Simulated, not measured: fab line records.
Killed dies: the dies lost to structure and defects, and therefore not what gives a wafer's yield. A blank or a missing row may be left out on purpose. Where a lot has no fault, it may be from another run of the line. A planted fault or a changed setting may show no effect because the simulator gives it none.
One fault seen from 2 desks || flow nand_harc || numbers are kept per desk, each desk with only its own; the story behind them comes last

## FROM THE METROLOGY DESK
What the gauges read, lot by lot, whatever tool the lot ran on: means of the sampled wafers that have a number. Any lot whose mean is over 4 standard deviations away from the usual mean is out of limits and marked OUT; that distance is given in the brackets.
Columns: A = cd_nm at NHARC_P_STI_CD_MEAS_09, usual 200 nm; B = trench_depth_nm at NHARC_P_STI_OCD_MEAS_17, usual 300 nm; C = trench_foot_cd_nm at NHARC_P_STI_OCD_MEAS_17, usual 158 nm; D = cd_nm at NHARC_P_GATE_CD_MEAS_11, usual 1640.5 nm
{"lot": "L238", "first seen here": "day 2 20:42", "A": 197, "B": 299, "C": 156, "D": 1641.9}
{"lot": "L240", "first seen here": "day 3 15:11", "A": 201, "B": 301, "C": 159, "D": 1640.6}
{"lot": "L241", "first seen here": "day 4 03:44", "A": 202, "B": 297, "C": 160, "D": 1640.2}
{"lot": "L243", "first seen here": "day 4 23:06", "A": 194, "B": 300, "C": 153, "D": 1640.8}
{"lot": "L244", "first seen here": "day 5 08:01", "A": 200, "B": 298, "C": 158, "D": 1640.2}
{"lot": "L245", "first seen here": "day 5 17:50", "A": 199, "B": 296, "C": 158, "D": 1641.7}
{"lot": "L246", "first seen here": "day 6 05:04", "A": 205, "B": 297, "C": 163, "D": 1642.5}
{"lot": "L247", "first seen here": "day 6 12:41", "A": 196, "B": 303, "C": 154, "D": 1642.5}
{"lot": "L250", "first seen here": "day 7 21:04", "A": 199, "B": 300, "C": 157, "D": 1639.5}
{"lot": "L251", "first seen here": "day 8 05:43", "A": 199, "B": 299, "C": 157, "D": 1638.3}
{"lot": "L256", "first seen here": "day 10 09:06", "A": 200, "B": 296, "C": 159, "D": 1639.4}
{"lot": "L257", "first seen here": "day 10 21:05", "A": "183 (-4.8) OUT", "B": 302, "C": "140 (-5.0) OUT", "D": 1639.5}
{"lot": "L259", "first seen here": "day 11 13:40", "A": "181 (-5.2) OUT", "B": 304, "C": "139 (-5.4) OUT", "D": 1638.4}
{"lot": "L260", "first seen here": "day 11 22:59", "A": "181 (-5.2) OUT", "B": 296, "C": "140 (-5.0) OUT", "D": 1640.4}
{"lot": "L261", "first seen here": "day 12 09:31", "A": 202, "B": 297, "C": 160, "D": 1641.5}
This desk's verdict: out of limits on L257, L259, L260, starting with L257 at day 10 21:05 (cd_nm at NHARC_P_STI_CD_MEAS_09). L238, L240, L241, L243, L244, L245, L246, L247, L250, L251, L256, L261 stayed within limits.

## THE TOOL OWNER'S DESK: litho_track-02
The tool's own readings at NHARC_P_STI_PEB_07 (peb time 80 s): means of the sampled wafers that have a number, for each lot that ran on this tool. Any lot whose mean is over 4 standard deviations away from the usual mean is out of limits and marked OUT; that distance is given in the brackets.
Columns: A = heater_power_total_W at NHARC_P_STI_PEB_07, usual 189.7 W; B = plate_temp_C at NHARC_P_STI_PEB_07, usual 127.98 C
{"lot": "L238", "first seen here": "day 2 20:37", "A": 190.1, "B": 127.99}
{"lot": "L241", "first seen here": "day 4 03:40", "A": 189.4, "B": 127.84}
{"lot": "L244", "first seen here": "day 5 07:56", "A": 189.2, "B": 127.98}
{"lot": "L245", "first seen here": "day 5 17:44", "A": 189.9, "B": 128.04}
{"lot": "L246", "first seen here": "day 6 04:59", "A": 188.6, "B": 127.70}
{"lot": "L256", "first seen here": "day 10 09:01", "A": 189.6, "B": 127.87}
{"lot": "L257", "first seen here": "day 10 21:00", "A": "184.8 (-6.4) OUT", "B": "125.61 (-17) OUT"}
{"lot": "L259", "first seen here": "day 11 13:35", "A": "184.6 (-6.6) OUT", "B": "125.56 (-17) OUT"}
{"lot": "L260", "first seen here": "day 11 22:55", "A": "185.9 (-4.9) OUT", "B": "125.65 (-17) OUT"}
This desk's verdict: out of limits on L257, L259, L260, starting with L257 at day 10 21:00 (heater_power_total_W at NHARC_P_STI_PEB_07). L238, L241, L244, L245, L246, L256 stayed within limits.

## ALL TOGETHER
At day 10 21:00, on L257, L259, L260, the tool owner's desk was in a position to raise an alarm.
The metrology desk could have raised an alarm at day 10 21:05, on L257, L259, L260.
Of the lots named, all ran NHARC_P_STI_PEB_07 on litho_track-02.

## WHAT WAS PUT IN BY THE SIMULATOR
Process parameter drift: litho_track-02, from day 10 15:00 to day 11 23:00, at NHARC_P_STI_PEB_07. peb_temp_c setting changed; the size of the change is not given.
Lots struck among those shown: L257, L259, L260.
Time in hours from fault onset to the first out-of-limits reading at each desk: tool owner's desk 6, metrology desk 6.
